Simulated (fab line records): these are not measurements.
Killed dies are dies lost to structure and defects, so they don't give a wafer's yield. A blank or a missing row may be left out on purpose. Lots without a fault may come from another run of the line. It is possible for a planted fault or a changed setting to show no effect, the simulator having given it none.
fab line records	flow nand-harc
[record] lots = 6	wafers = 18	last-day = 24
route steps=1159 shown A_SGD_CUT@768 A_SLIT@779 END@1159
lots with no fault: from the same line, run without faults
start-h: hours from the record's opening day to when the first of the lot's shown wafers began	wait-h: hours from the lot's prior step to this one	" unchanged from the row above	L1.1+2: a row that stands for several wafers	- no value present, or no start provided	* or withheld: withheld	< > ~ a bound
route shown NAME@n: a module of which the file shows steps, and the number in the route of the first	usual: mean/standard deviation of fault-free wafers	same: alike in all rows	chamber/n: place in a boat	sites: the reading at each site	_std_site: the standard deviation of these	_edge_site: inner sites' mean taken away from outer sites' mean	radius-mm: for every site, how far away it sits from the centre of the wafer	mask NAME#n: copy n	behind: the tool/chamber that last shaped the wafer	hold: reason for holding the lot/hours on hold/outcome of the hold	device: whichever transistor did not switch (one of n, p or np)	end of line: the tests these same wafers got at the end of their route	step lacking rows: just its recipe	killed: the dies lost at the first sort to structure and to defects; this is not the yield of the wafer	map: the dies of a wafer, with x for killed, . for not killed, _ for no die there
set.NAME: the setting as run; set.NAME@STEP: as run at that earlier step	model.NAME: the simulator's own value behind a step, which no gauge read
lots at selected steps of the route; one table per step, one row per wafer
services: a tool's chamber out of use, with start hour (start-h, from the record's first day; less than 0 if before it), hours out, and reason
[[steps]]
[step NHARC_A_SGD_CUT_PRECLEAN_18]
[recipe] time-s = *	temp-c = 50	bath-age-min = 0	chemistry = SC1
[step NHARC_A_SGD_CUT_SRD_19]
[step NHARC_A_SGD_CUT_DEP_20]
[recipe] target-thk-a = 1500	temp-c = 65	material = SiO2
[step NHARC_A_SGD_CUT_ANNEAL_27]
[recipe] temp-c = 450	time-s = 1800
[step NHARC_A_SGD_CUT_CMP_21]
[recipe] target-thk-nm = 148.19
[usual] motor-current-A = 11.4/0.83	time-to-endpoint-s = 51/3.7
lot.wafer	tool	chamber	start-h	wait-h	motor-current-A	time-to-endpoint-s
L107.1	cmp-01	2	333.36	0.4	11.5	47
L107.2	"	3	"	"	12.3	48
L107.6	"	1	"	"	11.4	51
L112.4	cmp-04	2	352.39	0.4	10.5	53
L112.2	"	3	"	"	12.0	44
L112.6	"	1	"	"	12.4	49
L119.2	cmp-01	0	397.62	0.4	10.8	56
L119.1	"	1	"	"	12.2	52
L119.3	"	2	"	"	11.8	48
L121.4	cmp-01	2	413.95	0.4	11.4	50
L121.2	"	1	"	"	11.6	50
L121.5	"	3	"	"	12.9	49
L122.4	cmp-02	0	414.12	0.5	11.2	51
L122.2	"	2	"	"	11.4	51
L122.6	"	0	"	"	10.9	51
L126.2	cmp-02	2	456.18	0.4	11.5	52
L126.3	"	3	"	"	9.7	43
L126.5	"	1	"	"	12.0	53
[step NHARC_A_SGD_CUT_THK_MEAS_22]
[recipe] thk-meas-gauge = ellipsometry
[usual] thk-nm = 148.6/1.6
lot.wafer	tool	chamber	start-h	wait-h	thk-nm
L107.1	film-metro-02	-	333.57	0.2	149.6
L107.2	"	-	"	"	149.1
L107.6	"	-	"	"	150.0
L112.2	film-metro-02	-	352.62	0.2	149.2
L112.4	"	-	"	"	149.2
L112.6	"	-	"	"	147.9
L119.1	film-metro-02	-	397.85	0.2	150.7
L119.2	"	-	"	"	148.7
L119.3	"	-	"	"	147.1
L121.2	film-metro-01	-	414.21	0.2	148.9
L121.4	"	-	"	"	146.2
L121.5	"	-	"	"	148.3
L122.2	film-metro-01	-	414.36	0.2	149.2
L122.4	"	-	"	"	149.4
L122.6	"	-	"	"	147.6
L126.2	film-metro-01	-	456.39	0.2	151.4
L126.3	"	-	"	"	146.7
L126.5	"	-	"	"	149.7
[step NHARC_A_SGD_CUT_SRD_23]
[step NHARC_A_SGD_CUT_ETCH_26]
[recipe] target-depth-a = 458	chemistry = dHF	material = SiO2
[step NHARC_A_SGD_CUT_ETCHBACK_24]
[recipe] target-depth-a = 500	over-etch-frac = 0.3	time-s = 92.857	ion-energy-ev = 120	ch3f-flow-sccm = 50	o2-flow-sccm = 30	ar-flow-sccm = 200	rf-w = 500	bias-w = 100	chemistry = CH3F/O2
[usual] drypump-motor-current-A = 5.7/0.52	mfc-ar-sccm = 200.1/0.59	oes-product-au = 0.97/0.031	rf-vpp-V = 243.5/1.4	showerhead-plenum-p-Torr = 2.40/0.09	throttle-valve-pct = 20.663/0.0094
lot.wafer	tool	chamber	start-h	wait-h	drypump-motor-current-A	mfc-ar-sccm	oes-product-au	rf-hours-counter-h	rf-vpp-V	showerhead-plenum-p-Torr	throttle-valve-pct
L107.1	rie-diel-05	0	333.91	0.2	6.4	199.9	0.99	17	243.5	2.46	20.654
L107.2	"	1	"	"	6.3	199.2	0.98	17	246.4	2.57	20.669
L107.6	"	3	"	"	6.2	201.3	1.00	-	242.4	2.38	20.662
L112.2	rie-diel-13	0	352.87	0.1	5.9	199.7	0.93	8	243.2	2.31	20.685
L112.4	"	2	"	"	5.4	199.9	0.96	7	245.8	2.57	20.655
L112.6	"	0	"	"	5.9	199.3	0.94	-	243.0	2.31	20.645
L119.3	rie-diel-13	0	398.08	0.2	5.9	199.7	0.99	10	243.0	2.31	20.663
L119.2	"	1	"	"	4.8	200.0	1.00	9	243.8	2.38	20.661
L119.1	"	2	"	"	5.4	200.2	1.02	9	246.0	2.57	20.666
L121.2	rie-diel-05	2	414.44	0.2	5.5	200.5	0.94	5	244.8	2.55	20.665
L121.4	"	3	"	"	6.2	199.6	0.92	5	243.9	2.37	20.675
L121.5	"	1	"	"	6.4	200.2	0.93	-	244.7	2.57	20.656
L122.4	rie-diel-01	3	414.59	0.2	5.9	200.6	1.01	10	243.5	2.34	20.659
L122.2	"	0	"	"	5.3	200.3	1.02	10	241.4	2.31	20.670
L122.6	"	3	"	"	5.9	200.1	1.00	-	244.7	2.34	20.666
L126.2	rie-diel-01	0	456.62	0.1	5.3	200.4	0.94	14	242.1	2.31	20.650
L126.3	"	2	"	"	5.0	200.0	0.93	12	242.4	2.38	20.657
L126.5	"	3	"	"	5.9	200.5	0.94	-	242.4	2.34	20.665
[step NHARC_A_SGD_CUT_STRIP_28]
[recipe] time-s = 20	o2-flow-sccm = 500	ar-flow-sccm = 0	bias-w = 0	chemistry = O2
[step NHARC_A_SGD_CUT_INSPECT_25]
[usual] raw-defect-count = 317/95
lot.wafer	tool	chamber	start-h	wait-h	raw-defect-count
L107.1	defect-inspect-02	-	334.32	-	425
L107.2	"	-	"	"	527
L107.6	"	-	"	"	489
L112.2	defect-inspect-02	-	353.10	-	253
L112.4	"	-	"	"	286
L112.6	"	-	"	"	250
L119.1	defect-inspect-02	-	398.31	-	303
L119.2	"	-	"	"	339
L119.3	"	-	"	"	297
L121.2	defect-inspect-02	-	414.67	-	262
L121.4	"	-	"	"	305
L121.5	"	-	"	"	323
L122.2	defect-inspect-02	-	414.84	-	438
L122.4	"	-	"	"	342
L122.6	"	-	"	"	472
L126.2	defect-inspect-02	-	456.85	-	274
L126.3	"	-	"	"	198
L126.5	"	-	"	"	247
[step NHARC_A_SLIT_DEP_25]
[recipe] target-thk-a = 2000	temp-c = 400	pressure-torr = 6.5	rf-w = 900	teos-flow-sccm = 161.4	flow-sccm = 2650	target-thk-nm = 200	gas = O2	material = SiO2
[step NHARC_A_SLIT_DEP_00]
[recipe] target-thk-a = 32000	temp-c = 400	material = aC
[usual] throttle-valve-pct = 35.000/0.0088
lot.wafer	tool	chamber	start-h	wait-h	throttle-valve-pct
L107.1	acl-dep-02	0	336.35	-	35.011
L107.2	"	0	"	"	34.995
L107.6	"	0	338.02	-	35.007
L112.2	acl-dep-01	0	353.83	-	35.000
L112.4	"	0	"	"	34.978
L112.6	"	0	"	"	34.999
L119.1	acl-dep-01	0	398.71	-	35.003
L119.2	"	0	"	"	34.986
L119.3	"	0	"	"	35.002
L121.2	acl-dep-01	0	416.66	-	35.000
L121.4	"	0	"	"	35.001
L121.5	"	0	"	"	34.998
L122.2	acl-dep-01	0	418.62	-	35.006
L122.4	"	0	"	"	35.003
L122.6	"	0	"	"	34.987
L126.2	acl-dep-02	0	457.58	-	34.994
L126.3	"	0	"	"	34.979
L126.5	"	0	"	"	35.011
[step NHARC_A_SLIT_DEP_23]
[recipe] target-thk-a = 1000	target-thk-nm = 100	temp-c = 400	pressure-torr = 3.5	flow-sccm = 200	rf-w = 350	material = SiON
[step NHARC_A_SLIT_DEHYDRATE_01]
[recipe] temp-c = 150	time-s = 120
[step NHARC_A_SLIT_HMDS_02]
[recipe] time-s = 30
[step NHARC_A_SLIT_COAT_03]
[recipe] spin-rpm = 1500	resist-thk-nm = 90
[step NHARC_A_SLIT_SOFTBAKE_04]
[recipe] temp-c = 105	time-s = 55
[step NHARC_A_SLIT_EBR_05]
[step NHARC_A_SLIT_EXPOSE_06]
[recipe] na = 1.35	dose-mj = 60.82	mask-id = SLIT
[step NHARC_A_SLIT_PEB_07]
[recipe] peb-temp-c = 100	peb-time-s = 65
[step NHARC_A_SLIT_DEVELOP_08]
[recipe] develop-time-s = 35	dev-temp-c = 23
[step NHARC_A_SLIT_CD_MEAS_09]
[recipe] target-cd-nm = 300	landing-energy-ev = 500
[usual] cd-nm = 300.2/0.47
lot.wafer	tool	chamber	start-h	wait-h	cd-nm
L107.1	cd-sem-02	0	339.17	-	299.7
L107.2	"	0	"	"	301.0
L107.6	"	0	"	"	301.1
L112.2	cd-sem-01	0	356.04	-	300.6
L112.4	"	0	"	"	299.6
L112.6	"	0	"	"	300.1
L119.1	cd-sem-01	0	401.54	-	299.3
L119.2	"	0	"	"	299.7
L119.3	"	0	"	"	299.7
L121.2	cd-sem-02	0	418.99	-	300.5
L121.4	"	0	"	"	300.9
L121.5	"	0	"	"	301.0
L122.2	cd-sem-03	0	421.05	-	300.4
L122.4	"	0	"	"	299.7
L122.6	"	0	"	"	299.7
L126.2	cd-sem-03	0	459.93	-	300.1
L126.3	"	0	"	"	299.6
L126.5	"	0	"	"	299.8
[step NHARC_A_SLIT_OVL_MEAS_10]
[usual] overlay-x-nm = 0.0/0.86	overlay-y-nm = -0.2/0.82
lot.wafer	tool	chamber	start-h	wait-h	overlay-x-nm	overlay-y-nm
L107.1	overlay-01	-	339.26	-	-0.4	0.8
L107.2	"	-	"	"	0.8	0.2
L107.6	"	-	"	"	0.8	0.7
L112.2	overlay-01	-	356.12	-	-0.5	-0.7
L112.4	"	-	"	"	-0.5	-0.1
L112.6	"	-	"	"	-0.3	-0.7
L119.1	overlay-02	-	401.64	-	1.1	-0.2
L119.2	"	-	"	"	0.5	-0.5
L119.3	"	-	"	"	0.7	-0.6
L121.2	overlay-02	-	419.08	-	1.6	-0.8
L121.4	"	-	"	"	1.6	-1.5
L121.5	"	-	"	"	1.9	-0.9
L122.2	overlay-02	-	421.14	-	-0.2	-0.5
L122.4	"	-	"	"	0.0	-0.9
L122.6	"	-	"	"	-0.3	-1.2
L126.2	overlay-02	-	460.03	-	0.7	0.8
L126.3	"	-	"	"	0.8	0.8
L126.5	"	-	"	"	0.8	0.7
[step NHARC_A_SLIT_INSPECT_11]
[usual] raw-defect-count = 21/10
lot.wafer	tool	chamber	start-h	wait-h	raw-defect-count
L107.1	defect-inspect-02	-	339.29	0.0	27
L107.2	"	-	"	"	35
L107.6	"	-	"	"	28
L112.2	defect-inspect-02	-	356.16	0.0	12
L112.4	"	-	"	"	2
L112.6	"	-	"	"	18
L119.1	defect-inspect-02	-	401.68	0.0	35
L119.2	"	-	"	"	40
L119.3	"	-	"	"	36
L121.2	defect-inspect-01	-	419.11	0.0	30
L121.4	"	-	"	"	22
L121.5	"	-	"	"	45
L122.2	defect-inspect-02	-	421.17	0.0	29
L122.4	"	-	"	"	31
L122.6	"	-	"	"	38
L126.2	defect-inspect-01	-	460.07	0.0	17
L126.3	"	-	"	"	13
L126.5	"	-	"	"	15
[step NHARC_A_SLIT_DESCUM_14]
[recipe] time-s = 3	o2-flow-sccm = 200	ar-flow-sccm = 0	bias-power-w = 0	chemistry = O2
[usual] drypump-motor-current-A = 5.7/0.36	mfc-ar-sccm = 0.007/0.012	oes-product-au = 1.005/0.011	rf-vpp-V = 58.2/0.93	showerhead-plenum-p-Torr = 1.98/0.069	throttle-valve-pct = 11.312/0.0081
lot.wafer	tool	chamber	start-h	wait-h	drypump-motor-current-A	mfc-ar-sccm	oes-product-au	rf-hours-counter-h	rf-vpp-V	showerhead-plenum-p-Torr	throttle-valve-pct
L107.2	rie-diel-02	2	339.35	0.1	5.6	0.008	0.998	1	56.5	1.91	11.310
L107.1	"	1	"	"	5.6	0	1.016	1	58.3	2.07	11.306
L107.6	"	2	"	"	5.6	0.008	1.011	-	58.4	1.91	11.303
L112.4	rie-diel-02	3	356.22	0.1	5.4	0	0.987	2	58.2	1.99	11.303
L112.2	"	0	"	"	6.3	0.005	0.999	2	57.3	1.93	11.311
L112.6	"	0	"	"	6.3	0.005	0.996	-	57.7	1.93	11.315
L119.3	rie-diel-07	0	401.74	0.1	5.1	0	1.003	11	56.7	1.95	11.301
L119.1	"	1	"	"	5.2	0	1.002	10	59.1	2.01	11.305
L119.2	"	2	"	"	5.8	0	1.026	10	60.6	2.00	11.301
L121.2	rie-diel-04	3	419.18	0.1	6.4	0.010	1.006	8	56.8	2.00	11.312
L121.4	"	2	"	"	5.5	0	0.992	9	57.6	1.95	11.308
L121.5	"	0	"	"	5.6	0.038	1.006	-	57.7	2.02	11.321
L122.4	rie-diel-04	1	421.24	0.1	6.0	0	1.010	8	59.0	2.05	11.313
L122.2	"	3	"	"	6.4	0.010	0.994	8	58.0	2.00	11.315
L122.6	"	1	"	"	6.0	0	1.013	-	57.7	2.05	11.293
L126.3	rie-diel-04	1	460.14	0.1	5.9	0	0.990	10	56.5	2.05	11.314
L126.2	"	2	"	"	5.5	0	1.000	11	57.7	1.94	11.306
L126.5	"	2	"	"	5.5	0	0.995	-	58.8	1.94	11.307
[step NHARC_A_SLIT_ETCH_24]
[recipe] target-depth-a = 1210	time-s = 60.5	cf4-flow-sccm = 100	chf3-flow-sccm = 30	ar-flow-sccm = 0	rf-w = 500	bias-w = 200	chemistry = CF4/CHF3
[usual] drypump-motor-current-A = 5.7/0.38	mfc-ar-sccm = 0.006/0.011	oes-product-au = 0.967/0.02	rf-vpp-V = 372.1/2	showerhead-plenum-p-Torr = 1.62/0.056	throttle-valve-pct = 16.803/0.0081
lot.wafer	tool	chamber	start-h	wait-h	drypump-motor-current-A	mfc-ar-sccm	oes-product-au	rf-hours-counter-h	rf-vpp-V	showerhead-plenum-p-Torr	throttle-valve-pct
L107.2	rie-diel-02	0	339.44	0.1	6.3	0.005	0.971	0	371.6	1.59	16.802
L107.1	"	3	"	"	5.4	0	0.953	0	372.4	1.63	16.817
L107.6	"	0	"	"	6.3	0.005	0.993	-	372.3	1.59	16.803
L112.2	rie-diel-02	2	356.31	0.1	5.7	0.008	0.993	1	372.5	1.57	16.802
L112.4	"	1	"	"	5.6	0	0.980	2	374.7	1.69	16.825
L112.6	"	3	"	"	5.4	0	0.965	-	371.8	1.63	16.811
L119.1	rie-diel-07	0	401.83	0.1	5.0	0	0.949	11	371.8	1.60	16.799
L119.3	"	1	"	"	5.2	0	0.974	10	372.2	1.65	16.803
L119.2	"	2	"	"	5.7	0	0.997	10	372.4	1.64	16.811
L121.4	rie-diel-04	2	419.27	0.1	5.5	0	0.984	9	369.6	1.60	16.802
L121.2	"	3	"	"	6.4	0.010	0.951	8	372.2	1.64	16.800
L121.5	"	1	"	"	6.0	0	0.979	-	373.6	1.68	16.793
L122.2	rie-diel-04	2	421.33	0.1	5.5	0	0.917	9	369.9	1.60	16.804
L122.4	"	0	"	"	5.6	0.038	0.931	9	373.3	1.66	16.786
L122.6	"	1	"	"	5.9	0	0.930	-	373.1	1.68	16.812
L126.3	rie-diel-04	0	460.24	0.1	5.6	0.038	0.972	11	374.0	1.66	16.810
L126.2	"	1	"	"	6.0	0	0.965	10	374.7	1.68	16.808
L126.5	"	2	"	"	5.5	0	0.968	-	371.1	1.60	16.797
[step NHARC_A_SLIT_ETCH_15]
[recipe] target-depth-a = 32000	over-etch-frac = 0.3	time-s = 832	ion-energy-ev = 150	o2-flow-sccm = 400	cos-flow-sccm = 20	ar-flow-sccm = 0	rf-w = 500	bias-w = 300	chemistry = O2/COS
[step NHARC_A_SLIT_ETCH_17]
[recipe] bias-v = 900	source-w = withheld	pressure-mtorr = 20	ar-flow-sccm = 375	c4f8-flow-sccm = 83.3	o2-flow-sccm = 41.7	time-s = 1687.5	target-depth-a = 1.01e+05	chemistry = C4F8/O2/Ar
[step NHARC_A_SLIT_ETCH_26]
[recipe] bias-v = 400	source-w = 2000	pressure-mtorr = 25	time-s = 90	ar-flow-sccm = 375	c4f8-flow-sccm = 41.7	o2-flow-sccm = 83.3	target-depth-a = 4000	chemistry = C4F8/O2/Ar
[usual] bias-v = 400/3.7	drypump-motor-current-A = 5.7/0.31	he-backside-leak-sccm = 5.7/0.65	mfc-ar-sccm = 375.2/1.1	showerhead-plenum-p-Torr = 3.76/0.053	throttle-valve-pct = 27.619/0.0084
lot.wafer	tool	chamber	start-h	wait-h	bias-v	drypump-motor-current-A	he-backside-leak-sccm	mfc-ar-sccm	rf-hours-counter-h	showerhead-plenum-p-Torr	throttle-valve-pct
L107.1	har-etch-02	1	341.65	1.3	399	5.8	5.4	375.2	184	3.71	27.619
L107.2	"	0	"	"	403	5.5	6.1	374.5	184	3.72	27.619
L107.6	"	1	"	"	401	5.8	5.5	375.9	-	3.71	27.608
L112.2	har-etch-02	0	359.13	1.0	402	5.5	6.1	373.9	195	3.71	27.623
L112.4	"	0	"	"	400	5.5	5.9	375.3	-	3.71	27.632
L112.6	"	1	"	"	398	5.8	5.5	374.5	-	3.71	27.602
L119.1	har-etch-01	0	405.42	1.2	400	6.1	5.7	377.3	44	3.81	27.625
L119.2	"	1	"	"	401	5.2	4.8	375.4	44	3.81	27.632
L119.3	"	0	"	"	402	6.1	5.8	377.2	-	3.81	27.624
L121.2	har-etch-01	0	421.87	1.2	400	6.1	5.9	375.2	47	3.81	27.631
L121.4	"	1	"	"	397	5.3	5.1	374.9	-	3.81	27.615
L121.5	"	1	"	"	402	5.3	4.9	375.5	-	3.81	27.617
L122.2	har-etch-02	1	424.33	1.0	393	5.8	5.6	375.0	222	3.69	27.605
L122.4	"	1	"	"	395	5.8	5.4	373.6	-	3.69	27.610
L122.6	"	0	"	"	398	5.5	6.1	375.4	-	3.70	27.629
L126.2	har-etch-02	1	462.51	1.2	396	5.8	5.8	375.5	233	3.69	27.625
L126.3	"	1	"	"	401	5.8	5.7	374.1	-	3.69	27.612
L126.5	"	1	"	"	400	5.8	5.5	374.2	-	3.69	27.614
[step NHARC_A_SLIT_STRIP_28]
[recipe] o2-flow-sccm = 400	cos-flow-sccm = 20	ar-flow-sccm = 0	bias-w = 0	chemistry = O2/COS
[step NHARC_A_SLIT_ETCH_29]
[recipe] target-depth-a = 1000	overetch-a = 100	time-s = 55	ion-energy-ev = 100	cf4-flow-sccm = 80	o2-flow-sccm = 20	ar-flow-sccm = 0	rf-w = 300	bias-w = 100	chemistry = CF4/O2
[step NHARC_A_SLIT_STRIP_18]
[recipe] o2-flow-sccm = 500	ar-flow-sccm = 0	bias-w = 0	chemistry = O2
[step NHARC_A_SLIT_PRECLEAN_19]
[recipe] time-s = *	temp-c = 50	bath-age-min = 0	chemistry = SC1
[step NHARC_A_SLIT_SRD_20]
[step NHARC_A_SLIT_CD_MEAS_21]
[usual] cd-nm = 289.5/0.81
lot.wafer	tool	chamber	start-h	wait-h	cd-nm
L107.1	cd-sem-02	-	342.82	-	291.4
L107.2	"	-	"	"	289.5
L107.6	"	-	"	"	290.3
L112.2	cd-sem-01	-	360.25	-	291.3
L112.4	"	-	"	"	289.3
L112.6	"	-	"	"	290.9
L119.1	cd-sem-02	-	406.58	-	290.9
L119.2	"	-	"	"	289.8
L119.3	"	-	"	"	289.1
L121.2	cd-sem-02	-	423.02	-	289.7
L121.4	"	-	"	"	289.4
L121.5	"	-	"	"	289.4
L122.2	cd-sem-02	-	425.45	-	290.2
L122.4	"	-	"	"	289.2
L122.6	"	-	"	"	289.4
L126.2	cd-sem-03	-	463.67	-	289.3
L126.3	"	-	"	"	289.9
L126.5	"	-	"	"	289.7
[step NHARC_END_SORT_01]
[recipe] temp-c = 25
[usual] killed-at-array = 29/8.4	killed-at-other = 0.7/1.2	killed-at-periphery = 3.8/2.1	killed-dies = 33/9	killed-open = 3.4/2	killed-short = 2.1/1.4
[same] gross-dies = 677
lot.wafer	tool	chamber	start-h	wait-h	killed-at-array	killed-at-other	killed-at-periphery	killed-dies	killed-open	killed-short
L107.1	prober-01	0	479.84	2.5	33	0	0	33	3	2
L107.2	prober-01	0	480.64	2.8	44	0	1	45	2	4
L107.6	prober-01	0	483.86	4.0	36	0	3	39	5	1
L112.2	prober-01	0	511.89	2.8	22	0	1	23	3	2
L112.6	prober-01	0	515.12	4.0	24	0	3	27	2	4
L121.2	prober-01	0	543.28	2.8	670	1	4	675	5	5
L121.4	prober-01	0	544.88	3.4	653	2	5	660	5	1
L121.5	prober-01	0	545.68	3.7	666	2	7	675	3	4
L122.2	prober-01	0	551.07	2.8	668	2	5	675	4	1
L122.4	prober-01	0	552.69	3.4	672	0	2	674	3	3
L122.6	prober-01	0	554.30	4.0	667	2	3	672	6	2
// killed by level:class
L107.1 A_CHANNEL_HOLE_D1:chamber-film-flake=15 A_SLIT:chamber-film-flake=8 A_CONTACT:chamber-film-flake=3 A_STAIRCASE:chamber-film-flake=2 A_ONON_D1:geometric-particle:short=1 A_ONON_D1:geometric-particle:open=1 A_CHANNEL_HOLE_D1:geometric-particle:open=1 A_CONTACT:geometric-particle:open=1
L107.2 A_CHANNEL_HOLE_D1:chamber-film-flake=15 A_SLIT:chamber-film-flake=12 A_SGD_CUT:chamber-film-flake=4 A_STAIRCASE:chamber-film-flake=3 A_CONTACT:chamber-film-flake=3 A_CHANNEL_HOLE_D1:geometric-particle:short=2 A_SOURCE_PLATE:geometric-particle:short=1 A_CHANNEL_FILL_D1:geometric-particle:short=1
L107.6 A_CHANNEL_HOLE_D1:chamber-film-flake=14 A_SLIT:chamber-film-flake=7 A_CONTACT:chamber-film-flake=7 A_CONTACT:geometric-particle:open=2 A_CHANNEL_FILL_D1:geometric-particle:open=1 A_WL_FILL:geometric-particle:open=1 P_BONDPAD:chamber-film-flake=1 A_M0:geometric-particle:open=1
L112.2 A_SLIT:chamber-film-flake=9 A_CHANNEL_HOLE_D1:chamber-film-flake=6 A_WL_FILL:geometric-particle:short=2 A_SOURCE_PLATE:geometric-particle:open=1 A_ONON_D1:geometric-particle:open=1 A_M0:geometric-particle:open=1 P_STI:chamber-film-flake=1 A_STAIRCASE:chamber-film-flake=1
L112.6 A_SLIT:chamber-film-flake=12 A_CHANNEL_HOLE_D1:chamber-film-flake=7 A_WL_FILL:geometric-particle:short=3 P_CONTACT:geometric-particle:open=2 A_STAIRCASE:chamber-film-flake=2 P_STI:geometric-particle:short=1
L121.2 A_SLIT:area-dep=645 A_CHANNEL_HOLE_D1:chamber-film-flake=15 A_ONON_D1:geometric-particle:short=2 A_STAIRCASE:chamber-film-flake=2 P_CONTACT:geometric-particle:short=1 P_M0:geometric-particle:open=1 A_CHANNEL_FILL_D1:geometric-particle:short=1 A_SLIT:geometric-particle:open=1
L121.4 A_SLIT:area-dep=630 A_CHANNEL_HOLE_D1:chamber-film-flake=14 A_CONTACT:chamber-film-flake=3 P_CONTACT:geometric-particle:open=2 THIN_TSV:chamber-film-flake=2 P_CONTACT:geometric-particle:short=1 P_M0:geometric-particle:open=1 A_WL_FILL:geometric-particle:open=1
L121.5 A_SLIT:area-dep=633 A_CHANNEL_HOLE_D1:chamber-film-flake=24 P_GATE:chamber-film-flake=2 A_ZERO_WELL:chamber-film-flake=2 A_CONTACT:chamber-film-flake=2 THIN_TSV:chamber-film-flake=2 P_CONTACT:geometric-particle:short=1 P_CONTACT:geometric-particle:open=1
L122.2 A_SLIT:area-dep=619 A_CHANNEL_HOLE_D1:chamber-film-flake=20 A_SLIT:chamber-film-flake=20 A_STAIRCASE:chamber-film-flake=3 A_ONON_D1:geometric-particle:open=2 P_GATE:chamber-film-flake=2 THIN_TSV:chamber-film-flake=2 A_CONTACT:chamber-film-flake=2
L122.4 A_SLIT:area-dep=636 A_CHANNEL_HOLE_D1:chamber-film-flake=15 A_SLIT:chamber-film-flake=10 A_CONTACT:geometric-particle:open=3 A_STAIRCASE:chamber-film-flake=3 P_STI:chamber-film-flake=2 A_ONON_D1:geometric-particle:short=1 A_SGD_CUT:geometric-particle:short=1
L122.6 A_SLIT:area-dep=615 A_SLIT:chamber-film-flake=21 A_CHANNEL_HOLE_D1:chamber-film-flake=19 A_CONTACT:chamber-film-flake=5 A_SGD_CUT:geometric-particle:open=2 A_CONTACT:geometric-particle:open=2 THIN_TSV:chamber-film-flake=2 P_GATE:geometric-particle:short=1
// map L121.2 (x killed, . not)
____________x____________
_________xxxxxxx_________
_______xxxxxxxxxxx_______
______xxxxxxxxxxxxx______
_____xxxxxxxxxxxxxxx_____
____xxxxxxxxxxxxxxxxx____
____xxxxxxxxxxxxxxxxx____
___xxxxxxxxxxxxxxxxxxx___
___xxxxxxxxxxxxxxxxxxx___
__xxxxxxxxxxxxxxxxxxxxx__
__xxxxxxxxxxxxxxxxxxxxx__
_xxxxxxxxxxxxxxxxxxxxxxx_
_xxxxxxxxxxxxxxxxxxxxxxx_
_xxxxxxxxxxxxxxxxxxxxxxx_
_xxxxxxxxxxxxxxxxxxxxxxx_
_xxxxxxxxxxxxxxxxxxxxxxx_
xxxxxxxxxxxxxxxxxxxxxxxxx
xxxxxxxxxxxxxxxxxxxxxxxxx
xxxxxxxxxxxxxx.xxxxxxxxxx
xxxxxxxxxxxxxxxxxxxxxxxxx
xxxxxxxxxxxxxxxxxxxxxxxxx
_xxxxxxxxxxxxxxxxxxxxxxx_
_xxxxxxxxxxxxxxxxxxxxxxx_
_xxxxxxxxxxxxxxxxxxxxxxx_
_xxxxxxxxxxxxxxxxxxxxxxx_
_xxxxxxxxxxx.xxxxxxxxxxx_
__xxxxxxxxxxxxxxxxxxxxx__
__xxxxxxxxxxxxxxxxxxxxx__
___xxxxxxxxxxxxxxxxxxx___
___xxxxxxxxxxxxxxxxxxx___
____xxxxxxxxxxxxxxxxx____
____xxxxxxxxxxxxxxxxx____
_____xxxxxxxxxxxxxxx_____
______xxxxxxxxxxxxx______
_______xxxxxxxxxxx_______
_________xxxxxxx_________
____________x____________
// map L122.2 (x killed, . not)
____________x____________
_________xxxxxxx_________
_______xxxxxxxxxxx_______
______xxxxxxxxxxxxx______
_____xxxxxxxxxxxxxxx_____
____xxxxxxxxxxxxxxxxx____
____xxxxxxxxxxxxxxxxx____
___xxxxxxxxxxxxxxxxxxx___
___xxxxxxxxxxxxxxxxxxx___
__xxxxxxxxxxxxxxxxxxxxx__
__xxxxxxxxxxxxxxxxxxxxx__
_xxxxxxxxxxxxxxxxxxxxxxx_
_xxxxxxxxxxxxxxxxxxxxxxx_
_xxxxxxxxxxxxxxxxxxxxxxx_
_xxxxxxxxxxxxxxxxxxxxxxx_
_xxxxxxxxxxxxxxxxxxxxxxx_
xxxxxxxxxxxxxxxxxxxxxxxxx
xxxxxxxxxxxxxxxxxxxxxxxxx
xxxxxxxxxxxxxxxxxxxxxxxxx
xxxxxxxxxxxxxxxxxxxxxxxxx
xxxxxxxxxxxxxxxxxxxxxxxxx
_xxxxxxxxxxxxxxxxxxxxxxx_
_xxxxxxxxxxxxxxxxxxxxxxx_
_xxxxxxxxxxxxxxxxxxxxxxx_
_xxxxxxxxxxxxxxxxxxxxxxx_
_xxxxxxxxxxxxxxxxxxxxxxx_
__xxxxxxxxxxxxxxxxxxxxx__
__xxxxxxxxxxxxxxxxxxxxx__
___xxxxxxxxxxxxxxxxxxx___
___xxxxxxxxxxxxxxxxxxx___
____xxxxxxxxxxxxxxxxx____
____xxxxxxxxxxxxxxxxx____
_____xxxxxx.xxxxxxxx_____
______xxxxxxxxxxxxx______
_______xxxxxxxxxxx_______
_________.xxxxxx_________
____________x____________
[[services]]
tool	chamber	start-h	hours	kind
rie-diel-01	-	314.80	9.0	pm
rie-diel-04	0	322.48	-	clean
cmp-02	-	324.64	4.0	pm
rie-diel-02	-	327.99	9.0	pm
rie-diel-01	2	332.50	1.7	repair
rie-diel-04	-	333.54	1.4	repair
rie-diel-05	-	340.80	9.0	pm
acl-dep-02	-	351.40	13.0	pm
rie-diel-01	2	352.27	9.4	repair
rie-diel-04	3	370.77	6.0	repair
cmp-01	-	375.65	4.0	pm
rie-diel-07	2	384.10	8.5	repair
cmp-02	-	387.63	2.8	repair
cmp-02	-	391.22	4.1	repair
cmp-04	-	399.17	4.0	pm
rie-diel-01	2	400.87	3.2	repair
rie-diel-05	-	402.94	0.5	repair
rie-diel-07	-	405.20	9.0	pm
cmp-04	-	411.07	2.7	repair
cmp-02	-	422.64	4.0	pm
rie-diel-07	0	423.32	7.5	repair
rie-diel-13	-	453.00	9.0	pm
rie-diel-04	3	459.29	13.3	repair
cmp-01	-	461.92	1.0	repair
[[key]]
[first-sign] step = NHARC_END_SORT_01	reading = killed-at-array	direction = up	sigmas = 75	usual = 29	struck = 666
[effect] step = NHARC_END_SORT_01	reading = killed-dies	direction = up	sigmas = 71	usual = 33	struck = 672
[more-kills-born-at] NHARC_A_SLIT_DEP_00@acl-dep-01 = 3778
met-at NHARC_A_SLIT_DEP_00
struck-wafers L121.2,L121.4,L121.5,L122.2,L122.4,L122.6
later-rows-left-out L121.2,L121.4,L121.5,L122.2,L122.4,L122.6
tester-left-out L121,L122
onset-between 398.71 416.66
[fault] kind = process-parameter-drift	tool = acl-dep-01	chamber = -	onset-h = 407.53	steps = NHARC_A_SLIT_DEP_00	channel = target-thk-a	offset = *	shape = step	end-h = 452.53	acts-in = *	stated = *
// tester-left-out: of these lots the tester's yield and bins aren't shown, on N5 and GAA mostly nor the transistor test; their killed dies are dies lost to structure and defects alone, not to doping, threshold or leakage, so they don't give the yield
// later-rows-left-out: the simulator's readings of these wafers behind a module that went badly wrong aren't trusted and aren't shown, but for the sort
